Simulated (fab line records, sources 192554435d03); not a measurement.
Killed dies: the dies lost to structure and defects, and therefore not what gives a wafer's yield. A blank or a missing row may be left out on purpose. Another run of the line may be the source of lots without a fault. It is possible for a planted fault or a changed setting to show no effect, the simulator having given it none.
Chamber matching + flow n5Finfet + rieDiel-01 running N5_STI_FIN_REVEAL_STRIP_24: 4 sister chambers
The step strips in N2/H2, time 90 s. 18 wafers are shown with their chamber, then 9 later ones without.

WAFERS PAIRED WITH THEIR CHAMBERS
| wafer  | chamber | throttleValvePct (%) | drypumpMotorCurrentA (A) | oesProductAu (a.u.) |
|--------|---------|----------------------|--------------------------|---------------------|
| L074.2 | 3       | 12.45                | 5.6                      | 0.74                |
| L074.4 | 0       | 12.54                | 5.9                      | 0.68                |
| L074.5 | 3       | 12.45                | 5.6                      | 0.74                |
| L076.2 | 0       | 12.55                | 5.9                      | 0.68                |
| L076.5 | 2       | 12.62                | 5.8                      | 0.73                |
| L076.6 | 3       | 12.47                | 5.6                      | 0.74                |
| L077.2 | 3       | 12.46                | 5.6                      | 0.74                |
| L077.4 | 2       | 12.63                | 5.8                      | 0.73                |
| L077.6 | 1       | 11.85                | 5.8                      | 0.75                |
| L088.1 | 3       | 12.53                | 5.6                      | 0.71                |
| L088.2 | 0       | 12.60                | 5.9                      | 0.66                |
| L088.3 | 1       | 11.92                | 5.8                      | 0.73                |
| L090.2 | 2       | 12.71                | 5.7                      | 0.71                |
| L090.3 | 3       | 12.56                | 5.6                      | 0.70                |
| L090.6 | 1       | 11.94                | 5.8                      | 0.72                |
| L092.2 | 1       | 11.96                | 5.7                      | 0.70                |
| L092.3 | 2       | 12.71                | 5.7                      | 0.69                |
| L092.4 | 3       | 12.57                | 5.6                      | 0.71                |

SIGNATURES, as means of the wafers listed above
| reading              | chamber 0 | chamber 1 | chamber 2 | chamber 3 | scatter within a chamber |
|----------------------|-----------|-----------|-----------|-----------|--------------------------|
| throttleValvePct     | 12.5633   | 11.9175   | 12.6675   | 12.4986   | 0.0486                   |
| drypumpMotorCurrentA | 5.900     | 5.775     | 5.750     | 5.600     | 0.0354                   |
| oesProductAu         | 0.6733    | 0.7250    | 0.7150    | 0.7257    | 0.0182                   |
Rule: for each reading, subtract the chamber's mean from the wafer's reading, divide by that reading's scatter and square the result; add these up over the readings and take the root, which gives the wafer's distance from the chamber. The wafer belongs to the nearest chamber; if the next one is less than 2 further off, it can't be placed. The scatter: the root of (the sum of the squares of (reading less its chamber's mean) over the shown wafers, divided by (wafers less chambers)).

WAFERS WITH NO CHAMBER GIVEN
| wafer  | throttleValvePct (%) | drypumpMotorCurrentA (A) | oesProductAu (a.u.) |
|--------|----------------------|--------------------------|---------------------|
| L095.1 | 11.99                | 5.9                      | 0.94                |
| L095.3 | 11.98                | 5.8                      | 0.71                |
| L095.4 | 12.75                | 5.7                      | 0.69                |
| L096.1 | 11.99                | 5.9                      | 0.94                |
| L096.3 | 12.75                | 5.7                      | 0.69                |
| L096.4 | 11.97                | 5.7                      | 0.71                |
| L097.2 | 12.75                | 5.8                      | 0.69                |
| L097.4 | 12.59                | 5.6                      | 0.69                |
| L097.5 | 12.76                | 5.7                      | 0.70                |

WHICH CHAMBER EACH WENT THROUGH
| wafer  | from the rows above | in truth                   |
|--------|---------------------|----------------------------|
| L095.1 | 1                   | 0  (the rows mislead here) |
| L095.3 | 1                   | 1                          |
| L095.4 | 2                   | 2                          |
| L096.1 | 1                   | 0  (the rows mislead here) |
| L096.3 | 2                   | 2                          |
| L096.4 | 1                   | 1                          |
| L097.2 | 2                   | 2                          |
| L097.4 | 3                   | 3                          |
| L097.5 | 2                   | 2                          |
Correct placement for 7 of the 9. Number that these rows cannot place: 0. Wrongly placed: 2.
